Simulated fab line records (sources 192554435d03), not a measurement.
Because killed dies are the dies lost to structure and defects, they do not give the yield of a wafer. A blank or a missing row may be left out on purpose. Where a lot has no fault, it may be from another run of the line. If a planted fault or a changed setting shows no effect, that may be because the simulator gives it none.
Comparing a struck lot with a sound one -- flow n5 finfet -- 23 out of 1938 route steps
Sound: the wafers L721.2, L721.4, L721.6. Struck: wafer L718.6 (left out: L718.2, L718.3 of the same lot, which were not struck); the cause appears at the end.
Per side, at each step with rows, come the tool, then ch with its chambers, and then its first start. Under that, the readings that differ: sound wafers -- struck wafers -- difference of the means -- sigmas: that difference in standard deviations of wafers without a fault.
alike: readings whose means differ by less than 2 such deviations, and words and numbers that are the same on both sides. not compared: withheld readings, readings that some wafer has no value for, bounds like >300 that may hide the same value, and numbers for which the record gives no deviation and whose values overlap.
The two part at a step that has a row with sigmas, a row that says differs or no value, or rows on one side only. Numbers that don't overlap but have no deviation are shown without sigmas and don't part them. A reading missing from all wafers of one side parts the sides only when that side holds two or more wafers.

first, 2 steps without rows for these wafers: N5_BEOL_M15_DEVELOP_27 (develop time 45 s); N5_BEOL_M15_HARDBAKE_32 (time 120 s).
N5_BEOL_M15_CD_MEAS_28: the cd target is 407.6 nm.
  sound on cd sem-03 ch 0, day 18 06:14; struck on cd sem-03 ch 0, day 18 09:26
reading,sound,struck,difference,sigmas
cd nm (nm),407.9 409.3 408.5,405.5,-3.1,-2
N5_BEOL_M15_OVL_MEAS_29:
  sound on overlay-02 ch 0, day 18 06:16; struck on overlay-01 ch 0, day 18 09:28
reading,sound,struck,difference,sigmas
M15_OVL (nm),-3 3 -6,-15,-13,-2
N5_BEOL_M15_INSPECT_30: inspects for defects (macro).
  sound: defect inspect-02 at day 18 06:17; struck: defect inspect-01 at day 18 09:29
  alike: raw defect count
then, 1 step without rows for these wafers: N5_BEOL_M15_DESCUM_33 (chemistry O2, time 7.9 s).
N5_BEOL_M15_ETCH_61: etches BARC in N2/H2, target depth 89 nm, overetch 26.7 nm, time 67.9 s.
  sound on rie diel-03 ch 0,3, day 18 06:52; struck on rie diel-02 ch 2, day 18 09:34
  alike: bias w, drypump motor current A, oes product au, rf vpp V, showerhead plenum p Torr, throttle valve pct
  not compared: rf hours counter h
then, 2 steps without rows for these wafers: N5_BEOL_M15_TRENCH_ETCH_34 (etches SiO2 in C4F8/O2/Ar, target depth 872.93 nm, time 199 s); N5_BEOL_M15_STRIP_36 (strips in O2).
N5_BEOL_M15_STRIP_62: strips in O2.
  sound on rie diel-02 ch 0,1; struck on rie diel-03 ch 1
  alike: drypump motor current A, oes product au, rf vpp V, showerhead plenum p Torr, throttle valve pct
  not compared: rf hours counter h
N5_BEOL_M15_STRIP_37: strips in O2.
  sound on rie diel-02 ch 0,1; struck on rie diel-03 ch 1
reading,sound,struck,difference,sigmas
rf vpp V (V),2.1 3.6 2.1,4.1,+1.5,+2
  alike: drypump motor current A, oes product au, showerhead plenum p Torr, throttle valve pct
  not compared: rf hours counter h
N5_BEOL_M15_ETCH_38: etches SiCN in CF4/N2, target depth 106.4 nm, time 120.5 s.
  sound on rie diel-02 ch 0,1, day 18 10:59; struck on rie diel-03 ch 1, day 18 11:09
reading,sound,struck,difference,sigmas
oes product au (a.u.),0.70 0.70 0.87,0.94,+0.18,+2
model.etch.depth nm (nm),94.84 95.25 98.62,153.2,+57.0,
model.SiO2_of_BEOL_M15_ILD_DEP_00.thk nm (nm),1551 1573 1582,1531,-38,
  alike: bias w, drypump motor current A, rf vpp V, showerhead plenum p Torr, throttle valve pct
  not compared: rf hours counter h
then, 2 steps without rows for these wafers: N5_BEOL_M15_PRECLEAN_39 (cleans in residue remover, time 60 s); N5_BEOL_M15_SRD_40 (time 30 s, dry time 30 s).
N5_BEOL_M15_DEGAS_41: time 60 s.
  sound: pvd sputter-01 at day 18 11:25; struck: pvd sputter-03 at day 18 11:35
  alike: heater power w
then, 2 steps without rows for these wafers: N5_BEOL_M15_PRE_CLEAN_42 (time 30 s); N5_BEOL_M15_SPUTTER_43 (material TaN, target thk 15 nm, time 24.19 s).
N5_BEOL_M15_SPUTTER_44: material Ta, target thk 15 nm, time 24.19 s.
  sound: pvd sputter-01 at day 18 11:35; struck: pvd sputter-03 at day 18 11:45
  alike: chamber pressure pa, throttle valve pct
then, 3 steps without rows for these wafers: N5_BEOL_M15_SPUTTER_45 (material Cu, target thk 100 nm, time 16.67 s); N5_BEOL_M15_ECD_47 (material Cu, target thk 1860 nm); N5_BEOL_M15_ANNEAL_48 (time 90 s).
N5_BEOL_M15_CMP_49: polishes, stops on SiO2, t overpolish 4.9 s, target thk 850 nm.
  sound on cmp-02 ch 0,1, day 18 12:19; struck on cmp-01 ch 3, day 18 12:41
reading,sound,struck,difference,sigmas
model.SiO2_of_BEOL_M15_ILD_DEP_00.thk nm (nm),1536 1558 1567,1516,-38,
  alike: barrier field endpoint s, motor current A, overpolish run s, slurry filter dp kPa
N5_BEOL_M15_THK_MEAS_50: measures by xrf.
  sound: film metro-02 at day 18 12:37; struck: film metro-02 at day 18 12:53
  alike: M15_THK

## WHERE THEY PART
Last at N5_BEOL_M15_ETCH_38 as far as this record goes, first at N5_BEOL_M15_CD_MEAS_28. Later steps at which nothing parts them and some readings are alike: N5_BEOL_M15_DEGAS_41, N5_BEOL_M15_SPUTTER_44, N5_BEOL_M15_CMP_49, N5_BEOL_M15_THK_MEAS_50.

WHY: the cause the simulator had injected
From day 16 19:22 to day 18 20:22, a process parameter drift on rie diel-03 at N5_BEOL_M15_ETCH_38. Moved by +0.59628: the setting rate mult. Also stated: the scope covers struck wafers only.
